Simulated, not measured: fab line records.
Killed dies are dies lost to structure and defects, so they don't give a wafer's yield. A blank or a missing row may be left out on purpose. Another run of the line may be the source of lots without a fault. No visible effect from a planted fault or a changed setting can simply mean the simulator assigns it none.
Which tool did it? | flow n5Finfet | 24 lots with 72 wafers sampled at 5 steps, on a route of 1938 steps

## WHAT EACH GAUGE READ, for each wafer
N5_BEOL_M14_CD_MEAS_10 targets a cd of 250 nm. Usual: cdNm at 249.2 nm, with a standard deviation of 1.9.
lot  | measured     | on       | cdNm (nm)         | flag
L074 | day 11 10:54 | cdSem-02 | 252.7 250.4 249.5 | 
L076 | day 11 16:39 | cdSem-02 | 250.0 247.5 251.0 | 
L075 | day 11 17:03 | cdSem-02 | 249.9 249.6 248.4 | 
L077 | day 12 00:04 | cdSem-03 | 248.3 248.6 253.0 | 
L078 | day 12 13:25 | cdSem-01 | 252.5 248.8 249.2 | 
L079 | day 12 15:48 | cdSem-01 | 252.0 252.8 249.5 | 
L081 | day 13 05:07 | cdSem-03 | 245.1 245.8 244.0 | 
L080 | day 13 10:45 | cdSem-01 | 249.2 247.7 246.6 | 
L082 | day 13 16:49 | cdSem-03 | 248.2 246.6 245.3 | 
L083 | day 14 00:32 | cdSem-01 | 249.2 250.7 250.3 | 
L084 | day 14 01:22 | cdSem-01 | 248.7 248.5 246.9 | 
L085 | day 14 03:42 | cdSem-01 | 250.7 250.0 249.7 | 
L086 | day 14 12:53 | cdSem-02 | 247.3 245.7 247.7 | 
L087 | day 14 22:31 | cdSem-02 | 249.2 247.9 248.7 | 
L089 | day 15 06:52 | cdSem-03 | 252.2 253.5 251.2 | 
L091 | day 15 13:19 | cdSem-03 | 248.7 249.9 254.2 | 
L090 | day 15 13:34 | cdSem-01 | 246.6 248.7 250.8 | 
L088 | day 16 05:04 | cdSem-01 | 249.8 251.2 251.1 | 
L092 | day 16 08:55 | cdSem-01 | 249.2 250.9 249.9 | 
L095 | day 16 09:28 | cdSem-01 | 247.5 250.2 246.6 | 
L094 | day 16 18:20 | cdSem-01 | 251.1 251.4 251.7 | 
L093 | day 17 09:18 | cdSem-01 | 250.7 249.1 246.9 | 
L096 | day 17 16:43 | cdSem-02 | 249.2 250.7 250.8 | 
L097 | day 18 06:34 | cdSem-02 | 251.3 250.9 247.7 | 

## WHICH TOOL RAN EACH LOT (tool, then ch and the chambers of the sampled wafers, then the start)
lot  | N5_BEOL_M12_ETCH_68               | N5_BEOL_M12_STRIP_37                | N5_BEOL_M13_TRENCH_ETCH_34        | N5_BEOL_M13_SPUTTER_43
L074 | rieDiel-06 ch 1,2, day 11 02:31   | plasmaAsher-01 ch 0,1, day 11 02:53 | rieDiel-05 ch 0,2, day 11 07:22   | pvdSputter-01, day 11 08:50
L076 | rieDiel-02 ch 0,2, day 11 08:07   | plasmaAsher-02 ch 0,1, day 11 08:29 | rieDiel-05 ch 0,2,3, day 11 13:11 | pvdSputter-02, day 11 14:56
L075 | rieDiel-02 ch 0,2,3, day 11 08:38 | plasmaAsher-01 ch 0,1, day 11 09:01 | rieDiel-03 ch 1,2,3, day 11 13:17 | pvdSputter-02, day 11 15:20
L077 | rieDiel-06 ch 1,2,3, day 11 12:31 | plasmaAsher-01 ch 0,1, day 11 12:53 | rieDiel-03 ch 0,1,3, day 11 21:08 | pvdSputter-03, day 11 22:20
L078 | rieDiel-01 ch 0,1, day 11 23:11   | plasmaAsher-01 ch 0,1, day 11 23:34 | rieDiel-04 ch 0,1,3, day 12 05:51 | pvdSputter-03, day 12 11:34
L079 | rieDiel-02 ch 1,2, day 12 08:02   | plasmaAsher-02 ch 0,1, day 12 08:25 | rieDiel-05 ch 0,1, day 12 13:24   | pvdSputter-03, day 12 14:04
L081 | rieDiel-06 ch 0,2, day 12 16:36   | plasmaAsher-01 ch 0,1, day 12 16:59 | rieDiel-04 ch 1,2, day 13 00:43   | pvdSputter-03, day 13 03:24
L080 | rieDiel-01 ch 1,2,3, day 12 21:46 | plasmaAsher-02 ch 0,1, day 12 22:08 | rieDiel-05 ch 0,1,3, day 13 04:16 | pvdSputter-03, day 13 08:59
L082 | rieDiel-06 ch 0,2,3, day 13 03:40 | plasmaAsher-02 ch 0,1, day 13 04:02 | rieDiel-03 ch 0,1,3, day 13 13:26 | pvdSputter-01, day 13 14:32
L083 | rieDiel-01 ch 1,2,3, day 13 13:18 | plasmaAsher-01 ch 0,1, day 13 13:40 | rieDiel-04 ch 1,2, day 13 20:38   | pvdSputter-01, day 13 22:38
L084 | rieDiel-02 ch 1,2, day 13 17:45   | plasmaAsher-01 ch 0,1, day 13 18:08 | rieDiel-05 ch 2,3, day 13 22:41   | pvdSputter-01, day 13 23:31
L085 | rieDiel-01 ch 1,2, day 13 18:28   | plasmaAsher-01 ch 1, day 13 18:50   | rieDiel-05 ch 2,3, day 13 23:35   | pvdSputter-02, day 14 01:51
L086 | rieDiel-06 ch 0,1,3, day 14 04:57 | plasmaAsher-02 ch 0,1, day 14 05:20 | rieDiel-05 ch 0,1,3, day 14 09:41 | pvdSputter-01, day 14 11:04
L087 | rieDiel-02 ch 1,2,3, day 14 09:52 | plasmaAsher-01 ch 0,1, day 14 10:14 | rieDiel-04 ch 2,3, day 14 16:26   | pvdSputter-02, day 14 19:38
L089 | rieDiel-02 ch 0,2, day 14 23:01   | plasmaAsher-01 ch 0,1, day 14 23:23 | rieDiel-03 ch 0,1,2, day 15 03:34 | pvdSputter-03, day 15 05:01
L091 | rieDiel-01 ch 0,1,3, day 15 03:19 | plasmaAsher-02 ch 0,1, day 15 03:41 | rieDiel-05 ch 2,3, day 15 09:42   | pvdSputter-03, day 15 11:14
L090 | rieDiel-06 ch 1,2,3, day 15 04:43 | plasmaAsher-01 ch 0,1, day 15 05:05 | rieDiel-05 ch 0,2,3, day 15 10:15 | pvdSputter-02, day 15 11:18
L088 | rieDiel-01 ch 1,2,3, day 15 14:20 | plasmaAsher-01 ch 1, day 15 14:42   | rieDiel-04 ch 0,1, day 15 21:11   | pvdSputter-03, day 16 03:13
L092 | rieDiel-06 ch 0,2,3, day 15 19:08 | plasmaAsher-02 ch 0,1, day 15 19:31 | rieDiel-04 ch 0,1,3, day 16 05:35 | pvdSputter-03, day 16 06:49
L095 | rieDiel-02 ch 2,3, day 15 21:04   | plasmaAsher-02 ch 0,1, day 15 21:27 | rieDiel-03 ch 0,1,2, day 16 06:11 | pvdSputter-03, day 16 07:10
L094 | rieDiel-06 ch 0,1,3, day 16 09:35 | plasmaAsher-01 ch 0,1, day 16 09:58 | rieDiel-04 ch 1,3, day 16 14:52   | pvdSputter-01, day 16 15:50
L093 | rieDiel-06 ch 0,1,3, day 17 01:37 | plasmaAsher-01 ch 0, day 17 01:59   | rieDiel-04 ch 1,3, day 17 06:33   | pvdSputter-02, day 17 07:34
L096 | rieDiel-01 ch 0,3, day 17 07:08   | plasmaAsher-02 ch 0,1, day 17 07:31 | rieDiel-04 ch 1,2,3, day 17 12:04 | pvdSputter-03, day 17 14:41
L097 | rieDiel-06 ch 0,1, day 17 22:07   | plasmaAsher-02 ch 0,1, day 17 22:29 | rieDiel-03 ch 0,2,3, day 18 02:32 | pvdSputter-02, day 18 04:38
- N5_BEOL_M12_ETCH_68: etches SOC in N2/H2, time 285 s.
- N5_BEOL_M12_STRIP_37: strips in N2/H2.
- N5_BEOL_M13_TRENCH_ETCH_34: etches SiOC in C4F8/O2/Ar, target depth 413.47 nm, time 162.6 s.
- N5_BEOL_M13_SPUTTER_43: material TaN, target thk 15 nm, time 24.19 s.

## WHAT THE TOOLS THEMSELVES READ (means of the sampled wafers that have a number; where no wafer has one, the mark that the record gives instead)
N5_BEOL_M12_ETCH_68. Usual: drypumpMotorCurrentA 5.6 A, standard deviation 0.5; oesProductAu 0.83 a.u., standard deviation 0.072; rfVppV 524.4 V, standard deviation 2.9; showerheadPlenumPTorr 2.56 Torr, standard deviation 0.1; throttleValvePct 17.69 %, standard deviation 0.21.
lot  | tool       | drypumpMotorCurrentA (A) | oesProductAu (a.u.) | rfVppV (V) | showerheadPlenumPTorr (Torr) | throttleValvePct (%) | flag
L074 | rieDiel-06 | 5.3                      | 0.81                | 525.0      | 2.57                         | 17.84                | 
L076 | rieDiel-02 | 5.5                      | 0.83                | 525.6      | 2.61                         | 17.79                | 
L075 | rieDiel-02 | 5.9                      | 0.75                | 522.4      | 2.52                         | 17.82                | 
L077 | rieDiel-06 | 5.2                      | 0.83                | 523.2      | 2.53                         | 17.65                | 
L078 | rieDiel-01 | 6.5                      | 0.85                | 523.7      | 2.50                         | 17.78                | 
L079 | rieDiel-02 | 5.4                      | 0.91                | 528.5      | 2.71                         | 17.60                | 
L081 | rieDiel-06 | 5.5                      | 0.84                | 525.9      | 2.62                         | 17.90                | 
L080 | rieDiel-01 | 6.0                      | 0.88                | 522.7      | 2.48                         | 17.62                | 
L082 | rieDiel-06 | 5.4                      | 0.84                | 525.2      | 2.58                         | 17.73                | 
L083 | rieDiel-01 | 6.0                      | 0.87                | 522.7      | 2.48                         | 17.65                | 
L084 | rieDiel-02 | 5.4                      | 0.87                | 527.5      | 2.70                         | 17.62                | 
L085 | rieDiel-01 | 6.2                      | 0.87                | 522.6      | 2.48                         | 17.67                | 
L086 | rieDiel-06 | 5.3                      | 0.82                | 524.1      | 2.57                         | 17.59                | 
L087 | rieDiel-02 | 5.8                      | 0.91                | 528.5      | 2.71                         | 17.51                | 
L089 | rieDiel-02 | 5.5                      | 0.79                | 525.8      | 2.59                         | 17.84                | 
L091 | rieDiel-01 | 6.2                      | 0.81                | 522.1      | 2.49                         | 17.79                | 
L090 | rieDiel-06 | 5.2                      | 0.79                | 523.6      | 2.52                         | 17.70                | 
L088 | rieDiel-01 | 6.0                      | 0.85                | 521.8      | 2.47                         | 17.66                | 
L092 | rieDiel-06 | 5.4                      | 0.83                | 524.4      | 2.58                         | 17.76                | 
L095 | rieDiel-02 | 6.1                      | 0.90                | 528.6      | 2.72                         | 17.53                | 
L094 | rieDiel-06 | 5.2                      | 0.80                | 525.0      | 2.56                         | 17.63                | 
L093 | rieDiel-06 | 5.2                      | 0.79                | 524.4      | 2.56                         | 17.64                | 
L096 | rieDiel-01 | 6.1                      | 0.78                | 522.0      | 2.48                         | 17.80                | 
L097 | rieDiel-06 | 5.3                      | 0.80                | 526.4      | 2.63                         | 17.74                | 

N5_BEOL_M12_STRIP_37. Usual: drypumpMotorCurrentA 5.8 A, standard deviation 0.56; heaterPowerW 344 W, standard deviation 40; oesProductAu 0.790 a.u., standard deviation 0.0098.
lot  | tool           | drypumpMotorCurrentA (A) | heaterPowerW (W) | oesProductAu (a.u.) | flag
L074 | plasmaAsher-01 | 5.6                      | 322              | 0.798               | 
L076 | plasmaAsher-02 | 6.3                      | 343              | 0.791               | 
L075 | plasmaAsher-01 | 5.3                      | 353              | 0.779               | 
L077 | plasmaAsher-01 | 5.3                      | 351              | 0.788               | 
L078 | plasmaAsher-01 | 5.5                      | 324              | 0.786               | 
L079 | plasmaAsher-02 | 6.1                      | 369              | 0.789               | 
L081 | plasmaAsher-01 | 5.6                      | 329              | 0.789               | 
L080 | plasmaAsher-02 | 6.3                      | 342              | 0.780               | 
L082 | plasmaAsher-02 | 6.1                      | 366              | 0.785               | 
L083 | plasmaAsher-01 | 5.3                      | 349              | 0.782               | 
L084 | plasmaAsher-01 | 5.3                      | 354              | 0.773               | 
L085 | plasmaAsher-01 | 5.0                      | 385              | 0.787               | 
L086 | plasmaAsher-02 | 6.1                      | 368              | 0.797               | 
L087 | plasmaAsher-01 | 5.3                      | 353              | 0.795               | 
L089 | plasmaAsher-01 | 5.6                      | 326              | 0.789               | 
L091 | plasmaAsher-02 | 6.1                      | 360              | 0.776               | 
L090 | plasmaAsher-01 | 5.6                      | 321              | 0.789               | 
L088 | plasmaAsher-01 | 5.0                      | 382              | 0.791               | 
L092 | plasmaAsher-02 | 6.3                      | 343              | 0.788               | 
L095 | plasmaAsher-02 | 6.3                      | 341              | 0.792               | 
L094 | plasmaAsher-01 | 5.6                      | 327              | 0.791               | 
L093 | plasmaAsher-01 | 5.9                      | 294              | 0.790               | 
L096 | plasmaAsher-02 | 6.3                      | 350              | 0.794               | 
L097 | plasmaAsher-02 | 6.3                      | 345              | 0.791               | 

N5_BEOL_M13_TRENCH_ETCH_34. Usual: drypumpMotorCurrentA 5.6 A, standard deviation 0.45; oesProductAu 0.77 a.u., standard deviation 0.089; rfVppV 665.9 V, standard deviation 2.5; showerheadPlenumPTorr 3.43 Torr, standard deviation 0.089; throttleValvePct 24.23 %, standard deviation 0.2.
lot  | tool       | drypumpMotorCurrentA (A) | oesProductAu (a.u.) | rfVppV (V) | showerheadPlenumPTorr (Torr) | throttleValvePct (%) | flag
L074 | rieDiel-05 | 5.6                      | 0.72                | 667.3      | 3.47                         | 24.22                | 
L076 | rieDiel-05 | 5.6                      | 0.72                | 665.4      | 3.43                         | 24.21                | 
L075 | rieDiel-03 | 5.3                      | 0.82                | 668.1      | 3.48                         | 24.24                | 
L077 | rieDiel-03 | 5.4                      | 0.77                | 666.2      | 3.42                         | 24.35                | 
L078 | rieDiel-04 | 5.6                      | 0.81                | 664.6      | 3.39                         | 24.32                | 
L079 | rieDiel-05 | 5.7                      | 0.69                | 664.7      | 3.41                         | 24.22                | 
L081 | rieDiel-04 | 5.9                      | 0.82                | 668.0      | 3.49                         | 24.30                | 
L080 | rieDiel-05 | 5.8                      | 0.70                | 665.7      | 3.41                         | 24.24                | 
L082 | rieDiel-03 | 5.4                      | 0.76                | 665.7      | 3.42                         | 24.37                | 
L083 | rieDiel-04 | 6.2                      | 0.87                | 668.9      | 3.56                         | 24.10                | 
L084 | rieDiel-05 | 5.6                      | 0.70                | 666.1      | 3.38                         | 24.19                | 
L085 | rieDiel-05 | 5.7                      | 0.70                | 664.7      | 3.38                         | 24.20                | 
L086 | rieDiel-05 | 5.8                      | 0.70                | 666.0      | 3.40                         | 24.25                | 
L087 | rieDiel-04 | 6.0                      | 0.92                | 669.1      | 3.55                         | 23.97                | 
L089 | rieDiel-03 | 5.2                      | 0.81                | 665.0      | 3.40                         | 24.16                | 
L091 | rieDiel-05 | 5.6                      | 0.70                | 664.8      | 3.37                         | 24.23                | 
L090 | rieDiel-05 | 5.6                      | 0.69                | 665.8      | 3.41                         | 24.23                | 
L088 | rieDiel-04 | 6.0                      | 0.71                | 665.1      | 3.39                         | 24.42                | 
L092 | rieDiel-04 | 5.5                      | 0.77                | 664.3      | 3.38                         | 24.35                | 
L095 | rieDiel-03 | 5.2                      | 0.80                | 664.8      | 3.39                         | 24.16                | 
L094 | rieDiel-04 | 5.2                      | 0.84                | 663.8      | 3.37                         | 24.28                | 
L093 | rieDiel-04 | 5.4                      | 0.78                | 665.0      | 3.38                         | 24.43                | 
L096 | rieDiel-04 | 5.7                      | 0.83                | 666.6      | 3.45                         | 24.20                | 
L097 | rieDiel-03 | 5.4                      | 0.78                | 665.3      | 3.43                         | 24.28                | 

N5_BEOL_M13_SPUTTER_43. Usual: substrateTempC 49.99 C, standard deviation 0.11; throttleValvePct 30.1 %, standard deviation 1.1.
lot  | tool          | substrateTempC (C) | throttleValvePct (%) | flag
L074 | pvdSputter-01 | 50.05              | 31.3                 | 
L076 | pvdSputter-02 | 50.02              | 28.8                 | 
L075 | pvdSputter-02 | 50.06              | 29.1                 | 
L077 | pvdSputter-03 | 50.05              | 30.3                 | 
L078 | pvdSputter-03 | 49.90              | 31.1                 | 
L079 | pvdSputter-03 | 49.99              | 29.5                 | 
L081 | pvdSputter-03 | 50.06              | 30.4                 | 
L080 | pvdSputter-03 | 49.91              | 31.1                 | 
L082 | pvdSputter-01 | 49.93              | 30.8                 | 
L083 | pvdSputter-01 | 50.01              | 31.2                 | 
L084 | pvdSputter-01 | 49.98              | 30.2                 | 
L085 | pvdSputter-02 | 50.04              | 29.0                 | 
L086 | pvdSputter-01 | 50.08              | 30.9                 | 
L087 | pvdSputter-02 | 49.92              | 29.4                 | 
L089 | pvdSputter-03 | 49.98              | 30.5                 | 
L091 | pvdSputter-03 | 49.96              | 31.4                 | 
L090 | pvdSputter-02 | 50.04              | 29.0                 | 
L088 | pvdSputter-03 | 50.05              | 30.3                 | 
L092 | pvdSputter-03 | 49.97              | 30.1                 | 
L095 | pvdSputter-03 | 49.94              | 30.2                 | 
L094 | pvdSputter-01 | 50.07              | 31.1                 | 
L093 | pvdSputter-02 | 49.78              | 29.4                 | 
L096 | pvdSputter-03 | 50.02              | 30.0                 | 
L097 | pvdSputter-02 | 49.99              | 29.1                 | 

## THE ANSWER, worked out from the rows above alone
Rule: lot off if the mean of its wafers having a number is beyond 3 standard deviations from the usual mean. A lot without any number at a reading at which 4 lots or more have one is off too. Any other lot the step has rows for is counted as sound. After the gauges, taken in route order, come the tools' own readings; for these a lot's mean is taken, as printed above. At the first step where some lot is off, the reading lying furthest off is the one used; lots without a number count as furthest.
Nothing can be told from this: no lot is off at any reading shown.

## WHAT THE SIMULATOR HAD INSERTED
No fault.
